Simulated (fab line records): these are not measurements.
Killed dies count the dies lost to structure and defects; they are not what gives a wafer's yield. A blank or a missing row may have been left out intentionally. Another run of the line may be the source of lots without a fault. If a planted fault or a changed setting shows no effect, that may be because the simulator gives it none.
Chamber matching	flow nand harc	4 sister chambers for NHARC_A_WL_FILL_ETCHBACK_26 on rie si-05
The step etches the open film in HBr, target depth 52 nm, time 13.3 s. 20 wafers are shown with their chamber, then 10 later ones without.

== WAFERS PAIRED WITH THEIR CHAMBERS ==
wafer	chamber	drypump motor current A (A)	hbr flow sccm (sccm)	throttle valve pct (%)
L074.3	1	5.4	150.6	23.265
L074.5	0	6.1	149.8	23.269
L074.6	3	6.7	149.8	23.267
L077.2	2	6.1	149.6	23.281
L077.5	1	5.4	150.1	23.266
L077.6	2	6.0	150.5	23.271
L079.1	3	6.6	150.1	23.258
L079.3	0	6.0	150.5	23.264
L079.5	1	5.3	149.9	23.268
L081.1	2	6.1	149.7	23.244
L081.3	1	5.3	149.7	23.248
L081.6	0	6.0	150.4	23.260
L085.2	0	6.0	150.4	23.258
L085.3	2	6.0	150.3	23.266
L085.4	1	5.3	150.7	23.263
L086.2	0	6.0	150.2	23.275
L086.4	2	6.1	150.0	23.267
L086.5	1	5.3	149.9	23.261
L089.1	2	6.0	149.9	23.249
L089.2	3	6.7	150.0	23.270

SIGNATURES (means of the wafers above)
reading	chamber 0	chamber 1	chamber 2	chamber 3	scatter within a chamber
drypump motor current A	6.020	5.333	6.050	6.667	0.0518
hbr flow sccm	150.260	150.150	150.000	149.967	0.335
throttle valve pct	23.26520	23.26183	23.26300	23.26500	0.00967
Rule: a wafer lies at a distance from a chamber equal to the root of the sum of squares, over the readings, of (its reading less the chamber's mean, divided by the reading's scatter). The wafer belongs to the nearest chamber; if the next one is less than 2 further off, it can't be placed. How the scatter is found: for the shown wafers, subtract from each reading the mean of its chamber, square and add these, divide the total by (wafers less chambers), then take the root.

== WAFERS WITHOUT THEIR CHAMBER ==
wafer	drypump motor current A (A)	hbr flow sccm (sccm)	throttle valve pct (%)
L089.5	6.0	150.4	23.255
L093.2	6.1	149.4	23.259
L093.3	6.7	149.1	23.296
L093.5	6.1	150.0	23.264
L092.1	5.3	151.5	23.271
L092.4	6.0	149.5	23.270
L092.6	6.7	149.7	23.269
L095.1	5.4	149.9	23.239
L095.4	6.0	149.8	23.263
L095.5	5.3	150.5	23.275

== EACH ONE'S CHAMBER ==
wafer	from the rows above	in truth
L089.5	can't be placed: 0 or 2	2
L093.2	can't be placed: 2 or 0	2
L093.3	3	3
L093.5	can't be placed: 2 or 0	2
L092.1	1	1
L092.4	can't be placed: 2 or 0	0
L092.6	3	3
L095.1	1	1
L095.4	can't be placed: 2 or 0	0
L095.5	1	1
Correctly placed: 5 of 10. Cannot be placed on the basis of these rows: 5; the candidates contain the true chamber in 5. Wrongly placed: 0.
